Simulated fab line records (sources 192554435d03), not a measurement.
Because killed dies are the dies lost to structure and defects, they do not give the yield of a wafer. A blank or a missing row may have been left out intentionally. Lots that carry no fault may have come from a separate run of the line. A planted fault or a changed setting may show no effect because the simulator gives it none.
Which tool is to blame? || flow n5-finfet || 36 wafers from 12 lots sampled at 6 of the route's 1938 steps

WHAT EACH GAUGE READ, for each wafer
N5_GATE_CUT_OVL_MEAS_14.
{"lot": "L075", "measured": "day 4 23:04", "on": "overlay-02", "GATE_CUT_OVL (nm)": "-0.6 -0.2 -1.8"}
{"lot": "L077", "measured": "day 5 05:35", "on": "overlay-01", "GATE_CUT_OVL (nm)": "-0.7 -0.6 -1.3"}
{"lot": "L079", "measured": "day 5 19:51", "on": "overlay-02", "GATE_CUT_OVL (nm)": "-0.3 0.3 0.4"}
{"lot": "L081", "measured": "day 6 06:16", "on": "overlay-02", "GATE_CUT_OVL (nm)": "-0.2 0.2 -0.1"}
{"lot": "L083", "measured": "day 6 16:31", "on": "overlay-01", "GATE_CUT_OVL (nm)": "-0.1 -0.4 0.3"}
{"lot": "L085", "measured": "day 7 08:21", "on": "overlay-01", "GATE_CUT_OVL (nm)": "-0.7 -0.9 -1.2"}
{"lot": "L087", "measured": "day 7 18:05", "on": "overlay-02", "GATE_CUT_OVL (nm)": "-0.2 0.0 0.4"}
{"lot": "L089", "measured": "day 8 07:32", "on": "overlay-02", "GATE_CUT_OVL (nm)": "-1.5 -1.8 -0.6"}
{"lot": "L091", "measured": "day 8 17:06", "on": "overlay-01", "GATE_CUT_OVL (nm)": "-1.0 0.2 0.4"}
{"lot": "L093", "measured": "day 9 05:08", "on": "overlay-01", "GATE_CUT_OVL (nm)": "-1.2 -1.0 -0.8"}
{"lot": "L095", "measured": "day 9 16:34", "on": "overlay-01", "GATE_CUT_OVL (nm)": "-0.4 0.4 -0.1"}
{"lot": "L097", "measured": "day 10 04:41", "on": "overlay-01", "GATE_CUT_OVL (nm)": "-0.2 -0.3 -0.7"}

WHICH TOOL RAN EACH LOT (tool, then ch and the chambers of the sampled wafers, then the start)
{"lot": "L075", "N5_HKMG_FIN_STRIP_19": "plasma-asher-02 ch 0,1, day 4 15:16", "N5_HKMG_FIN_ALD_91": "ald-metal-04 ch 0,1,3, day 4 15:39", "N5_HKMG_FIN_W_FILL_22": "cvd-w-01 ch 0,1, day 4 18:23", "N5_GATE_CUT_ETCHBACK_00": "rie-metal-03 ch 0,1, day 4 19:15", "N5_GATE_CUT_HM_DEP_46": "pecvd-03 ch 0,2, day 4 22:35"}
{"lot": "L077", "N5_HKMG_FIN_STRIP_19": "plasma-asher-02 ch 0,1, day 4 21:39", "N5_HKMG_FIN_ALD_91": "ald-metal-04 ch 0,1,3, day 4 22:02", "N5_HKMG_FIN_W_FILL_22": "cvd-w-02 ch 0,1, day 5 00:37", "N5_GATE_CUT_ETCHBACK_00": "rie-metal-02 ch 0,1, day 5 01:28", "N5_GATE_CUT_HM_DEP_46": "pecvd-03 ch 0,1,2, day 5 05:05"}
{"lot": "L079", "N5_HKMG_FIN_STRIP_19": "plasma-asher-01 ch 0,1, day 5 12:10", "N5_HKMG_FIN_ALD_91": "ald-metal-03 ch 0,1,2, day 5 12:33", "N5_HKMG_FIN_W_FILL_22": "cvd-w-01 ch 0,1, day 5 15:12", "N5_GATE_CUT_ETCHBACK_00": "rie-metal-02 ch 0,1, day 5 16:03", "N5_GATE_CUT_HM_DEP_46": "pecvd-03 ch 0,1, day 5 19:29"}
{"lot": "L081", "N5_HKMG_FIN_STRIP_19": "plasma-asher-02 ch 0,1, day 5 22:49", "N5_HKMG_FIN_ALD_91": "ald-metal-03 ch 0,1, day 5 23:05", "N5_HKMG_FIN_W_FILL_22": "cvd-w-01 ch 0,1, day 6 01:50", "N5_GATE_CUT_ETCHBACK_00": "rie-metal-03 ch 0,1, day 6 02:43", "N5_GATE_CUT_HM_DEP_46": "pecvd-02 ch 0,1,2, day 6 05:55"}
{"lot": "L083", "N5_HKMG_FIN_STRIP_19": "plasma-asher-02 ch 0,1, day 6 09:02", "N5_HKMG_FIN_ALD_91": "ald-metal-04 ch 0,1,3, day 6 09:25", "N5_HKMG_FIN_W_FILL_22": "cvd-w-01 ch 0,1, day 6 11:59", "N5_GATE_CUT_ETCHBACK_00": "rie-metal-01 ch 0,1, day 6 12:50", "N5_GATE_CUT_HM_DEP_46": "pecvd-03 ch 0,1,2, day 6 16:09"}
{"lot": "L085", "N5_HKMG_FIN_STRIP_19": "plasma-asher-01 ch 0,1, day 7 00:40", "N5_HKMG_FIN_ALD_91": "ald-metal-03 ch 1,2,3, day 7 01:02", "N5_HKMG_FIN_W_FILL_22": "cvd-w-01 ch 0,1, day 7 03:46", "N5_GATE_CUT_ETCHBACK_00": "rie-metal-01 ch 0,1, day 7 04:37", "N5_GATE_CUT_HM_DEP_46": "pecvd-03 ch 0,1,2, day 7 07:52"}
{"lot": "L087", "N5_HKMG_FIN_STRIP_19": "plasma-asher-02 ch 0,1, day 7 10:30", "N5_HKMG_FIN_ALD_91": "ald-metal-04 ch 1,2,3, day 7 10:53", "N5_HKMG_FIN_W_FILL_22": "cvd-w-01 ch 0,1, day 7 13:32", "N5_GATE_CUT_ETCHBACK_00": "rie-metal-02 ch 0,1, day 7 14:23", "N5_GATE_CUT_HM_DEP_46": "pecvd-02 ch 0,1,2, day 7 17:35"}
{"lot": "L089", "N5_HKMG_FIN_STRIP_19": "plasma-asher-02 ch 0,1, day 7 23:53", "N5_HKMG_FIN_ALD_91": "ald-metal-02 ch 0,1, day 8 00:16", "N5_HKMG_FIN_W_FILL_22": "cvd-w-01 ch 0,1, day 8 03:04", "N5_GATE_CUT_ETCHBACK_00": "rie-metal-03 ch 0,1, day 8 03:55", "N5_GATE_CUT_HM_DEP_46": "pecvd-03 ch 0,1,2, day 8 07:10"}
{"lot": "L091", "N5_HKMG_FIN_STRIP_19": "plasma-asher-01 ch 0,1, day 8 09:31", "N5_HKMG_FIN_ALD_91": "ald-metal-04 ch 1,2, day 8 09:54", "N5_HKMG_FIN_W_FILL_22": "cvd-w-01 ch 0,1, day 8 12:31", "N5_GATE_CUT_ETCHBACK_00": "rie-metal-03 ch 0,1, day 8 13:22", "N5_GATE_CUT_HM_DEP_46": "pecvd-02 ch 0,1,2, day 8 16:44"}
{"lot": "L093", "N5_HKMG_FIN_STRIP_19": "plasma-asher-01 ch 0,1, day 8 21:37", "N5_HKMG_FIN_ALD_91": "ald-metal-03 ch 0,1,3, day 8 21:59", "N5_HKMG_FIN_W_FILL_22": "cvd-w-02 ch 1, day 9 00:34", "N5_GATE_CUT_ETCHBACK_00": "rie-metal-02 ch 0,1, day 9 01:26", "N5_GATE_CUT_HM_DEP_46": "pecvd-03 ch 0,1,2, day 9 04:38"}
{"lot": "L095", "N5_HKMG_FIN_STRIP_19": "plasma-asher-01 ch 0,1, day 9 09:08", "N5_HKMG_FIN_ALD_91": "ald-metal-02 ch 0,1,2, day 9 09:32", "N5_HKMG_FIN_W_FILL_22": "cvd-w-01 ch 0,1, day 9 12:07", "N5_GATE_CUT_ETCHBACK_00": "rie-metal-01 ch 1, day 9 12:59", "N5_GATE_CUT_HM_DEP_46": "pecvd-02 ch 0,2, day 9 16:11"}
{"lot": "L097", "N5_HKMG_FIN_STRIP_19": "plasma-asher-01 ch 0,1, day 9 21:08", "N5_HKMG_FIN_ALD_91": "ald-metal-03 ch 0,2,3, day 9 21:31", "N5_HKMG_FIN_W_FILL_22": "cvd-w-02 ch 0,1, day 10 00:07", "N5_GATE_CUT_ETCHBACK_00": "rie-metal-02 ch 0,1, day 10 00:58", "N5_GATE_CUT_HM_DEP_46": "pecvd-02 ch 1,2, day 10 04:11"}
- N5_HKMG_FIN_STRIP_19: strips in N2/H2, time 360 s.
- N5_HKMG_FIN_ALD_91: deposits TiN, target thk 1 nm, pulse time 1 s, purge time 3 s.
- N5_HKMG_FIN_W_FILL_22: material W, target thk 60 nm, time 18.2 s.
- N5_GATE_CUT_ETCHBACK_00: etches W in SF6/Cl2.
- N5_GATE_CUT_HM_DEP_46: deposits SiO2 from TEOS/O2, target thk 130 nm, time 26.6 s.

THE ANSWER, worked out from the rows above alone
Rule: usual is defined by the lots themselves. Put in order of their means at a reading, lots are off if they are a third of the lots or fewer, leave a main group of 4 or more, and stand apart from it by a gap of 3 or more times the standard deviation of the main group's means; of several such gaps the widest counts. A main group whose means are all the same, to the digits that the tables above print for the reading, isn't used. Also off: a lot with no number at a reading for which 4 or more lots have one. The other lots that the step has rows for count as sound.
Across all readings shown, no lot is off: no conclusion can be drawn from this.

WHAT THE SIMULATOR HAD INSERTED
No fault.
